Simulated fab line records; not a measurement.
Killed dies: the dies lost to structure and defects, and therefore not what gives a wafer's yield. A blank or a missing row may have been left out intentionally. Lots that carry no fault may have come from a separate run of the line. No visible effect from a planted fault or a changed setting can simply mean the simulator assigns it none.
Chamber matching ; flow n5 finfet ; 3 sister chambers for N5_BEOL_M3_CO_CAP_55 on cvd co-02
The step material Co, precursor CCTBA/H2, target thk 2 nm, time 102.1 s. 14 wafers are shown with their chamber, then 7 later ones without.

WAFERS WITH THEIR CHAMBER
wafer;chamber;heater power w (W);chamber pressure Torr (Torr)
L343.1;2;244;30.03
L343.4;2;233;30.00
L343.6;1;225;30.01
L344.2;1;227;30.06
L344.3;0;241;30.02
L344.5;2;242;30.06
L345.1;1;221;29.96
L345.2;2;237;29.99
L345.5;2;242;29.95
L348.3;1;225;30.01
L348.5;1;228;29.92
L348.6;0;238;30.10
L357.1;0;239;29.97
L357.3;2;245;30.02

SIGNATURES, as means of the wafers listed above
reading;chamber 0;chamber 1;chamber 2;scatter within a chamber
heater power w;239.33;225.20;240.50;3.55
chamber pressure Torr;30.0300;29.9920;30.0083;0.0497
Rule: a wafer lies at a distance from a chamber equal to the root of the sum of squares, over the readings, of (its reading less the chamber's mean, divided by the reading's scatter). If the next closest chamber is less than 2 further off than the closest, the wafer can't be placed; otherwise it belongs to the closest. The scatter: take each reading less its chamber's mean, square it, sum over the shown wafers, divide by the number of wafers less the number of chambers, and take the root.

WAFERS WITH NO CHAMBER GIVEN
wafer;heater power w (W);chamber pressure Torr (Torr)
L357.4;225;29.98
L360.2;221;30.06
L360.5;242;29.94
L360.6;222;29.99
L364.1;223;29.96
L364.2;223;29.95
L364.5;241;30.11

WHICH CHAMBER EACH ONE RAN IN
wafer;from the rows above;in truth
L357.4;1;1
L360.2;1;1
L360.5;can't be placed: 2 or 0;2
L360.6;1;1
L364.1;1;1
L364.2;1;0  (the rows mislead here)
L364.5;can't be placed: 0 or 2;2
Placed correctly: 4 of 7. Can't be placed from these rows: 2 (the true chamber is among the candidates in 2). 1 placed wrongly.
